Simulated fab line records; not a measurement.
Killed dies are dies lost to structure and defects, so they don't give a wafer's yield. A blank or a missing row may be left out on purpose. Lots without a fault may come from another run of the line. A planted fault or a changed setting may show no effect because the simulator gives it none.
fab line records + flow nandHarc
record:
- lots: 5
- wafers: 15
- lastDay: 32
route steps=1302 shown A_STAIRCASE@837 END@1302
lots that met no fault: from a run of the same line without faults
startH: hours from the record's first day to the start of the lot's first wafer shown + waitH: hours from the lot's prior step to this one + " identical to the entry in the row above + L1.1+2: a single row standing in for several wafers + - no value present, or no start provided + * or withheld: withheld + < > ~ a bound
route shown NAME@n: names a module that has steps shown in the file, with the first one's number in the route + usual: mean/standard deviation taken from wafers without a fault + same: alike in all rows + chamber/n: place in a boat + sites: the reading at each site + _std_site: standard deviation of those values + _edge_site: outer sites' mean less inner sites' + radiusMm: for every site, how far away it sits from the centre of the wafer + mask NAME#n: copy n + behind: tool/chamber where the wafer was last shaped + hold: why the lot went on hold/how many hours it stayed there/how the hold came to an end + device: the transistor (n, p or np) that didn't switch + end of line: at the end of the route, the tests of the same wafers + for a step that has no rows: nothing shown but its recipe + killed: dies that structure and defects cost at the first sort, which is not the same as the wafer's yield + map: a wafer's dies, x killed, . not, _ none there
set.NAME: the setting as run; set.NAME@STEP: as run at that earlier step + model.NAME: the simulator's own value behind a step, which no gauge read
a table for each step, a row for each wafer; lots at some steps of the route
services: from which hour (startH, from the record's first day; less than 0 if before it) a tool's chamber was out of use, for how many hours, and why
== steps ==
step: NHARC_A_STAIRCASE_STRIP_317
recipe:
- timeS: 900
- tempC: 130
- chemistry: SPM
step: NHARC_A_STAIRCASE_PRECLEAN_318
recipe:
- timeS: *
- tempC: 50
- bathAgeMin: 0
- chemistry: SC1
step: NHARC_A_STAIRCASE_SRD_329
step: NHARC_A_STAIRCASE_ALD_415
recipe:
- targetThkA: 300
- pulseTimeS: 6
- aldCycles: 300
- tempC: 300
- material: SiO2
step: NHARC_A_STAIRCASE_ETCHBACK_416
recipe:
- targetDepthA: 360
- timeS: 7.2
- c4f8FlowSccm: withheld
- o2FlowSccm: 8
- arFlowSccm: withheld
- rfW: 600
- biasW: 800
- chemistry: C4F8/O2/Ar
usual:
- oesProductAu: 0.933/0.023
- rfVppV: 724/5.5
| lot.wafer | tool       | chamber | startH | waitH | oesProductAu | rfHoursCounterH | rfVppV |
|-----------|------------|---------|--------|-------|--------------|-----------------|--------|
| L305.4    | rieDiel-08 | 2       | -      | -     | 0.923        | 9               | 731    |
| L305.6    | "          | 2       | "      | "     | 0.928        | -               | 731    |
| L305.5    | "          | 3       | "      | "     | 0.930        | -               | 724    |
| L308.1    | rieDiel-05 | 1       | -      | -     | 0.912        | 11              | 730    |
| L308.5    | "          | 1       | "      | "     | 0.911        | -               | 729    |
| L308.6    | "          | 2       | "      | "     | 0.923        | -               | 720    |
| L313.3    | rieDiel-05 | 1       | -      | -     | 0.911        | 26              | 728    |
| L313.4    | "          | 2       | "      | "     | 0.932        | 30              | 720    |
| L313.6    | "          | 1       | "      | "     | 0.900        | -               | 729    |
| L320.2    | rieDiel-05 | 0       | -      | -     | 0.940        | 55              | 731    |
| L320.6    | "          | 3       | "      | "     | 0.930        | -               | 720    |
| L320.5    | "          | 0       | "      | "     | 0.945        | -               | 731    |
| L321.3    | rieDiel-13 | 2       | -      | -     | 0.913        | 21              | 729    |
| L321.1    | "          | 0       | "      | "     | 0.900        | 16              | 718    |
| L321.6    | "          | 2       | "      | "     | 0.911        | -               | 729    |
step: NHARC_A_STAIRCASE_STRIP_476
recipe:
- timeS: 20
- o2FlowSccm: 500
- arFlowSccm: 0
- biasW: 0
- chemistry: O2
step: NHARC_A_STAIRCASE_DEP_417
recipe:
- targetThkA: 600
- stepCoveragePct: 20
- tempC: 400
- targetThkNm: 60
- flowSccm: 200
- rfW: 450
- material: Si3N4
step: NHARC_A_STAIRCASE_WET_418
recipe:
- tempC: 160
- targetDepthA: 200
- chemistry: H3PO4
step: NHARC_A_STAIRCASE_PRECLEAN_419
recipe:
- timeS: *
- tempC: 50
- bathAgeMin: 0
- chemistry: SC1
step: NHARC_A_STAIRCASE_SRD_421
step: NHARC_A_STAIRCASE_ALD_420
recipe:
- targetThkA: 200
- pulseTimeS: 6
- aldCycles: 200
- tempC: 300
- material: SiO2
step: NHARC_A_STAIRCASE_CVD_552
recipe:
- targetThkA: 400
- tempC: 700
- pressureMtorr: 300
- material: SiNx
usual:
- zonePowerLowerPct: 10.63/0.25
- zonePowerUpperPct: 10.2/0.99
| lot.wafer | tool     | chamber | startH | waitH | zonePowerLowerPct | zonePowerUpperPct |
|-----------|----------|---------|--------|-------|-------------------|-------------------|
| L305.4    | lpcvd-01 | 0       | 412.85 | -     | 10.86             | 9.1               |
| L305.5    | "        | 0       | "      | "     | 10.86             | 9.1               |
| L305.6    | "        | 0       | "      | "     | 10.79             | 9.1               |
| L308.1    | lpcvd-01 | 1       | 449.60 | -     | 10.44             | 11.2              |
| L308.5    | "        | 1       | "      | "     | 10.29             | 11.1              |
| L308.6    | "        | 1       | "      | "     | 10.53             | 11.2              |
| L313.3    | lpcvd-01 | 1       | 506.86 | -     | 10.42             | 11.1              |
| L313.4    | "        | 1       | "      | "     | 10.43             | 11.1              |
| L313.6    | "        | 1       | "      | "     | 10.34             | 11.0              |
| L320.2    | lpcvd-01 | 1       | 584.92 | -     | 10.50             | 11.2              |
| L320.5    | "        | 1       | "      | "     | 10.13             | 11.2              |
| L320.6    | "        | 1       | "      | "     | 10.34             | 11.2              |
| L321.1    | lpcvd-01 | 1       | 594.80 | -     | 10.43             | 11.4              |
| L321.3    | "        | 1       | "      | "     | 10.35             | 11.0              |
| L321.6    | "        | 1       | "      | "     | 10.33             | 11.1              |
step: NHARC_A_STAIRCASE_DEP_151
recipe:
- targetThkA: 72000
- tempC: 400
- targetThkNm: 7200
- teosFlowSccm: 200
- rfW: 500
- material: SiO2
step: NHARC_A_STAIRCASE_ANNEAL_320
recipe:
- tempC: 750
- timeS: 1800
step: NHARC_A_STAIRCASE_DEP_322
recipe:
- targetThkA: 72000
- tempC: 400
- targetThkNm: 7200
- teosFlowSccm: 200
- rfW: 500
- material: SiO2
usual:
- heaterPowerW: 692/94
| lot.wafer | tool     | chamber | startH | waitH | heaterPowerW |
|-----------|----------|---------|--------|-------|--------------|
| L305.4    | pecvd-02 | 2       | 426.07 | 0.9   | 704          |
| L305.6    | "        | 0       | "      | "     | 684          |
| L305.5    | "        | 1       | "      | "     | 552          |
| L308.1    | pecvd-01 | 2       | 460.46 | 0.1   | 804          |
| L308.6    | "        | 2       | "      | "     | 682          |
| L308.5    | "        | 0       | "      | "     | 682          |
| L313.3    | pecvd-02 | 2       | 517.56 | 0.1   | 778          |
| L313.4    | "        | 2       | "      | "     | 716          |
| L313.6    | "        | 0       | "      | "     | 715          |
| L320.2    | pecvd-03 | 0       | 597.90 | 0.3   | 832          |
| L320.6    | "        | 1       | "      | "     | 564          |
| L320.5    | "        | 0       | "      | "     | 676          |
| L321.3    | pecvd-03 | 0       | 608.00 | 0.1   | 771          |
| L321.1    | "        | 2       | "      | "     | 767          |
| L321.6    | "        | 0       | "      | "     | 669          |
step: NHARC_A_STAIRCASE_ANNEAL_323
recipe:
- tempC: 750
- timeS: 1800
step: NHARC_A_STAIRCASE_DEP_325
recipe:
- targetThkA: 72000
- tempC: 400
- targetThkNm: 7200
- teosFlowSccm: 200
- rfW: 500
- material: SiO2
step: NHARC_A_STAIRCASE_ANNEAL_326
recipe:
- tempC: 750
- timeS: 1800
step: NHARC_A_STAIRCASE_DEHYDRATE_433
recipe:
- tempC: 150
- timeS: 120
step: NHARC_A_STAIRCASE_HMDS_434
recipe:
- timeS: 30
step: NHARC_A_STAIRCASE_COAT_435
recipe:
- spinRpm: 1200
step: NHARC_A_STAIRCASE_SOFTBAKE_436
recipe:
- tempC: 135
- timeS: 170
step: NHARC_A_STAIRCASE_EBR_437
step: NHARC_A_STAIRCASE_EXPOSE_438
recipe:
- na: 0.5
- doseMj: 28.97
- maskId: STAIR_REV
step: NHARC_A_STAIRCASE_PEB_439
recipe:
- pebTempC: 115
- pebTimeS: 130
step: NHARC_A_STAIRCASE_DEVELOP_440
recipe:
- timeS: 140
step: NHARC_A_STAIRCASE_HARDBAKE_442
recipe:
- tempC: 120
- timeS: 140
step: NHARC_A_STAIRCASE_DESCUM_443
recipe:
- timeS: 3
- o2FlowSccm: 200
- arFlowSccm: 0
- biasPowerW: 0
- chemistry: O2
usual:
- drypumpMotorCurrentA: 5.9/0.33
- oesProductAu: 1.001/0.011
- rfVppV: 57.8/0.97
- showerheadPlenumPTorr: 1.94/0.11
- throttleValvePct: 11.310/0.0097
| lot.wafer | tool       | chamber | startH | waitH | drypumpMotorCurrentA | oesProductAu | rfHoursCounterH | rfVppV | showerheadPlenumPTorr | throttleValvePct |
|-----------|------------|---------|--------|-------|----------------------|--------------|-----------------|--------|-----------------------|------------------|
| L305.4    | rieDiel-05 | 2       | 446.66 | -     | 5.8                  | 0.993        | 14              | 58.0   | 1.86                  | 11.308           |
| L305.6    | "          | 1       | "      | "     | 6.1                  | 0.980        | -               | 57.9   | 2.05                  | 11.316           |
| L305.5    | "          | 2       | "      | "     | 5.8                  | 0.997        | -               | 58.0   | 1.86                  | 11.302           |
| L308.1    | rieDiel-13 | 2       | 477.38 | -     | 5.7                  | 1.003        | 38              | 58.3   | 2.05                  | 11.320           |
| L308.5    | "          | 2       | "      | "     | 5.7                  | 0.998        | -               | 59.4   | 2.05                  | 11.307           |
| L308.6    | "          | 3       | "      | "     | 5.9                  | 1.003        | -               | 56.9   | 1.78                  | 11.312           |
| L313.4    | rieDiel-05 | 1       | 535.27 | -     | 6.1                  | 0.985        | 38              | 59.5   | 2.04                  | 11.314           |
| L313.3    | "          | 2       | "      | "     | 5.8                  | 1.006        | 44              | 56.7   | 1.85                  | 11.306           |
| L313.6    | "          | 3       | "      | "     | 6.0                  | 0.994        | -               | 57.8   | 1.88                  | 11.298           |
| L320.2    | rieDiel-08 | 2       | 613.28 | -     | 6.0                  | 0.997        | 22              | 59.3   | 2.05                  | 11.319           |
| L320.6    | "          | 0       | "      | "     | 5.9                  | 1.012        | -               | 56.6   | 1.85                  | 11.315           |
| L320.5    | "          | 1       | "      | "     | 6.3                  | 1.007        | -               | 58.0   | 2.03                  | 11.330           |
| L321.3    | rieDiel-05 | 1       | 625.01 | -     | 6.1                  | 0.999        | 0               | 56.9   | 2.04                  | 11.312           |
| L321.1    | "          | 3       | "      | "     | 6.0                  | 1.015        | 1               | 57.3   | 1.88                  | 11.321           |
| L321.6    | "          | 0       | "      | "     | 5.7                  | 1.009        | -               | 58.3   | 2.06                  | 11.321           |
step: NHARC_A_STAIRCASE_ETCH_444
recipe:
- targetDepthA: 2.04e+05
- timeS: 6800
- c4f8FlowSccm: 20
- o2FlowSccm: 10
- arFlowSccm: withheld
- rfW: 600
- biasW: 1000
- chemistry: C4F8/O2
usual:
- oesProductAu: 0.939/0.025
- rfVppV: 808/6.1
| lot.wafer | tool       | chamber | startH | waitH | oesProductAu | rfHoursCounterH | rfVppV |
|-----------|------------|---------|--------|-------|--------------|-----------------|--------|
| L305.4    | rieDiel-05 | 1       | 448.16 | 1.5   | 0.947        | 13              | 815    |
| L305.6    | "          | 2       | "      | "     | 0.962        | -               | 803    |
| L305.5    | "          | 3       | "      | "     | 0.984        | -               | 806    |
| L308.1    | rieDiel-13 | 1       | 478.89 | 1.5   | 0.942        | 41              | 812    |
| L308.6    | "          | 2       | "      | "     | 0.929        | -               | 813    |
| L308.5    | "          | 3       | "      | "     | 0.935        | -               | 799    |
| L313.3    | rieDiel-05 | 0       | 535.34 | 0.1   | 0.935        | 39              | 815    |
| L313.4    | "          | 2       | "      | "     | 0.931        | 45              | 805    |
| L313.6    | "          | 1       | 537.74 | 2.4   | 0.917        | -               | 814    |
| L320.2    | rieDiel-08 | 3       | 613.42 | 0.1   | 0.933        | 24              | 806    |
| L320.5    | "          | 3       | 615.30 | 2.0   | 0.920        | -               | 806    |
| L320.6    | "          | 0       | "      | "     | 0.924        | -               | 803    |
| L321.1    | rieDiel-05 | 0       | 626.02 | 1.0   | 0.981        | 2               | 815    |
| L321.3    | "          | 1       | "      | "     | 0.955        | 1               | 815    |
| L321.6    | "          | 2       | "      | "     | 0.981        | -               | 803    |
step: NHARC_A_STAIRCASE_STRIP_446
recipe:
- powerW: 1500
- tempC: 250
- chemistry: O2
step: NHARC_A_STAIRCASE_STRIP_447
recipe:
- timeS: 900
- tempC: 130
- chemistry: SPM
step: NHARC_A_STAIRCASE_PRECLEAN_448
recipe:
- timeS: *
- tempC: 50
- bathAgeMin: 0
- chemistry: SC1
step: NHARC_A_STAIRCASE_SRD_449
step: NHARC_A_STAIRCASE_CMP_450
recipe:
- targetThkNm: 200
- material: SiO2
step: NHARC_A_STAIRCASE_CMP_152
usual:
- motorCurrentA: 11.6/1.5
| lot.wafer | tool   | chamber | startH | waitH | motorCurrentA |
|-----------|--------|---------|--------|-------|---------------|
| L305.4    | cmp-03 | 0       | 452.03 | 0.1   | 12.1          |
| L305.6    | "      | 1       | "      | "     | 11.6          |
| L305.5    | "      | 2       | "      | "     | 10.4          |
| L308.1    | cmp-02 | 3       | 482.73 | 0.1   | 9.7           |
| L308.5    | "      | 3       | "      | "     | 9.9           |
| L308.6    | "      | 0       | "      | "     | 12.4          |
| L313.3    | cmp-03 | 1       | 540.63 | 0.1   | 10.9          |
| L313.4    | "      | 3       | "      | "     | 10.4          |
| L313.6    | "      | 1       | "      | "     | 11.4          |
| L320.2    | cmp-02 | 1       | 623.08 | 4.5   | 10.9          |
| L320.5    | "      | 1       | "      | "     | 11.0          |
| L320.6    | "      | 2       | "      | "     | 15.7          |
| L321.1    | cmp-01 | 3       | 630.30 | 0.1   | 11.7          |
| L321.3    | "      | 2       | "      | "     | 10.3          |
| L321.6    | "      | 0       | "      | "     | 12.2          |
step: NHARC_END_SORT_01
recipe:
- tempC: 25
usual:
- killedAtArray: 49/19
- killedAtOther: 0.9/1.1
- killedAtPeriphery: 4.0/2.7
- killedDies: 54/19
- killedOpen: 3.3/1.8
- killedShort: 2.6/1.6
same:
- grossDies: 677
| lot.wafer | tool      | chamber | startH | waitH | killedAtArray | killedAtOther | killedAtPeriphery | killedDies | killedOpen | killedShort |
|-----------|-----------|---------|--------|-------|---------------|---------------|-------------------|------------|------------|-------------|
| L313.3    | prober-02 | 0       | 671.93 | 3.1   | 671           | 0             | 6                 | 677        | 4          | 3           |
| L313.4    | prober-02 | 0       | 672.72 | 3.4   | 673           | 0             | 4                 | 677        | 1          | 5           |
| L313.6    | prober-02 | 0       | 674.31 | 4.0   | 666           | 0             | 11                | 677        | 2          | 1           |
| L321.1    | prober-01 | 0       | 761.54 | 2.5   | 57            | 1             | 4                 | 62         | 3          | 5           |
| L321.3    | prober-01 | 0       | 763.11 | 3.1   | 50            | 1             | 3                 | 54         | 3          | 1           |
| L321.6    | prober-01 | 0       | 765.46 | 3.9   | 49            | 0             | 1                 | 50         | 0          | 0           |
killed by level:class
L313.3 A_STAIRCASE:areaCvd=632 A_CHANNEL_HOLE_D2:chamberFilmFlake=10 A_CHANNEL_HOLE_D1:chamberFilmFlake=9 A_BONDPAD:chamberFilmFlake=7 P_CONTACT:chamberFilmFlake=3 A_CHANNEL_FILL_D1:geometricParticle:open=2 A_CHANNEL_FILL_D1:chamberFilmFlake=2 A_CHANNEL_FILL_D2:chamberFilmFlake=2
L313.4 A_STAIRCASE:areaCvd=642 A_CHANNEL_HOLE_D2:chamberFilmFlake=9 A_CHANNEL_HOLE_D1:chamberFilmFlake=4 A_BONDPAD:chamberFilmFlake=4 P_CONTACT:chamberFilmFlake=3 A_CHANNEL_FILL_D2:chamberFilmFlake=3 A_CHANNEL_FILL_D1:geometricParticle:short=2 A_STAIRCASE:chamberFilmFlake=2
L313.6 A_STAIRCASE:areaCvd=627 A_CHANNEL_HOLE_D2:chamberFilmFlake=20 P_CONTACT:chamberFilmFlake=10 A_CHANNEL_HOLE_D1:chamberFilmFlake=3 A_CHANNEL_FILL_D1:chamberFilmFlake=3 A_BONDPAD:chamberFilmFlake=3 A_STAIRCASE:chamberFilmFlake=2 A_WL_FILL:chamberFilmFlake=2
L321.1 A_CHANNEL_HOLE_D2:chamberFilmFlake=21 A_CHANNEL_HOLE_D1:chamberFilmFlake=12 A_STAIRCASE:chamberFilmFlake=7 A_SLIT:chamberFilmFlake=7 A_CONTACT:chamberFilmFlake=3 P_GATE:geometricParticle:short=1 P_CONTACT:geometricParticle:short=1 P_M0:geometricParticle:open=1
L321.3 A_CHANNEL_HOLE_D1:chamberFilmFlake=17 A_CHANNEL_HOLE_D2:chamberFilmFlake=14 A_SLIT:chamberFilmFlake=7 A_STAIRCASE:chamberFilmFlake=6 A_CONTACT:chamberFilmFlake=4 P_CONTACT:geometricParticle:open=1 P_M0:geometricParticle:open=1 A_WL_FILL:geometricParticle:open=1
L321.6 A_CHANNEL_HOLE_D2:chamberFilmFlake=20 A_STAIRCASE:chamberFilmFlake=11 A_CHANNEL_HOLE_D1:chamberFilmFlake=7 A_SLIT:chamberFilmFlake=6 A_SGD_CUT:chamberFilmFlake=2 P_STI:chamberFilmFlake=1 A_BLC:chamberFilmFlake=1 A_CHANNEL_FILL_D2:chamberFilmFlake=1
map L313.3 (x killed, . not)
____________x____________
_________xxxxxxx_________
_______xxxxxxxxxxx_______
______xxxxxxxxxxxxx______
_____xxxxxxxxxxxxxxx_____
____xxxxxxxxxxxxxxxxx____
____xxxxxxxxxxxxxxxxx____
___xxxxxxxxxxxxxxxxxxx___
___xxxxxxxxxxxxxxxxxxx___
__xxxxxxxxxxxxxxxxxxxxx__
__xxxxxxxxxxxxxxxxxxxxx__
_xxxxxxxxxxxxxxxxxxxxxxx_
_xxxxxxxxxxxxxxxxxxxxxxx_
_xxxxxxxxxxxxxxxxxxxxxxx_
_xxxxxxxxxxxxxxxxxxxxxxx_
_xxxxxxxxxxxxxxxxxxxxxxx_
xxxxxxxxxxxxxxxxxxxxxxxxx
xxxxxxxxxxxxxxxxxxxxxxxxx
xxxxxxxxxxxxxxxxxxxxxxxxx
xxxxxxxxxxxxxxxxxxxxxxxxx
xxxxxxxxxxxxxxxxxxxxxxxxx
_xxxxxxxxxxxxxxxxxxxxxxx_
_xxxxxxxxxxxxxxxxxxxxxxx_
_xxxxxxxxxxxxxxxxxxxxxxx_
_xxxxxxxxxxxxxxxxxxxxxxx_
_xxxxxxxxxxxxxxxxxxxxxxx_
__xxxxxxxxxxxxxxxxxxxxx__
__xxxxxxxxxxxxxxxxxxxxx__
___xxxxxxxxxxxxxxxxxxx___
___xxxxxxxxxxxxxxxxxxx___
____xxxxxxxxxxxxxxxxx____
____xxxxxxxxxxxxxxxxx____
_____xxxxxxxxxxxxxxx_____
______xxxxxxxxxxxxx______
_______xxxxxxxxxxx_______
_________xxxxxxx_________
____________x____________
map L305.6 (x killed, . not)
____________.____________
_________......._________
_______..........._______
______...........x.______
_____.............x._____
____......x..........____
____..............x..____
___.................xx___
___......x........x...___
__...........xx........__
__.............x.......__
_..............x........_
_........x.............._
_..........x.......x.x.._
_............x...x..x..._
_..............x.x......_
...............xxx.x.x.x.
..............xx.xx.x....
.........x...xxxxxx......
..........x......xx......
..............xxx.xx.x...
_x.....x................_
_.................x....._
_.....x................._
_................x......_
_.x...................x._
__.....................__
__.....................__
___...................___
___...................___
____.............x...____
____.................____
_____..............._____
______....x....x...______
_______..........._______
_________......._________
____________.____________
== services ==
| tool       | chamber | startH | hours | kind   |
|------------|---------|--------|-------|--------|
| rieDiel-05 | -       | 407.60 | 9.0   | pm     |
| pecvd-02   | -       | 408.02 | 13.0  | pm     |
| cmp-02     | -       | 414.36 | 0.6   | repair |
| cmp-03     | -       | 416.31 | 0.9   | repair |
| pecvd-03   | -       | 421.32 | 0.7   | repair |
| cmp-03     | -       | 422.54 | 2.5   | repair |
| cmp-02     | -       | 428.64 | 4.0   | pm     |
| cmp-03     | -       | 436.27 | 2.1   | repair |
| rieDiel-13 | 1       | 446.38 | 4.5   | repair |
| cmp-03     | -       | 456.00 | 4.0   | pm     |
| cmp-02     | -       | 487.79 | 1.7   | repair |
| cmp-02     | -       | 499.45 | 1.1   | repair |
| cmp-03     | -       | 500.31 | 1.6   | repair |
| rieDiel-13 | -       | 519.20 | 9.0   | pm     |
| cmp-02     | -       | 526.64 | 4.0   | pm     |
| pecvd-02   | 0       | 533.29 | 13.3  | repair |
| pecvd-02   | 2       | 533.41 | 11.7  | repair |
| pecvd-03   | -       | 548.00 | 13.0  | pm     |
| cmp-02     | -       | 549.29 | 1.2   | repair |
| cmp-03     | -       | 554.00 | 4.0   | pm     |
| rieDiel-05 | -       | 583.25 | 28.3  | repair |
| cmp-02     | -       | 587.42 | 3.6   | repair |
| pecvd-02   | -       | 589.02 | 13.0  | pm     |
| rieDiel-05 | 0       | 628.17 | 1.2   | repair |
== key ==
firstSign:
- step: NHARC_END_SORT_01
- reading: killedDies
- direction: up
- sigmas: 33
- usual: 54
- struck: 677
effect:
- step: NHARC_END_SORT_01
- reading: killedAtArray
- direction: up
- sigmas: 33
- usual: 49
- struck: 670
moreKillsBornAt:
- NHARC_A_STAIRCASE_CVD_552@lpcvd-01: 1901
metAt NHARC_A_STAIRCASE_CVD_552
struckWafers L313.3,L313.4,L313.6
laterRowsLeftOut L313.3,L313.4,L313.6
testerLeftOut L313
onsetBetween 449.60 506.86
alsoFits NHARC_A_STAIRCASE_DEP_322:pecvd-02,NHARC_A_STAIRCASE_CMP_152:cmp-03
fault:
- kind: processParameterDrift
- tool: lpcvd-01
- chamber: 1
- onsetH: 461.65
- steps: NHARC_A_STAIRCASE_CVD_552
- channel: targetThkA
- offset: *
- shape: step
- endH: 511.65
- actsIn: *
- stated: *
testerLeftOut: of these lots the tester's yield and bins aren't shown, on N5 and GAA mostly nor the transistor test; their killed dies are dies lost to structure and defects alone, not to doping, threshold or leakage, so they don't give the yield
laterRowsLeftOut: the simulator's readings of these wafers behind a module that went badly wrong aren't trusted and aren't shown, but for the sort
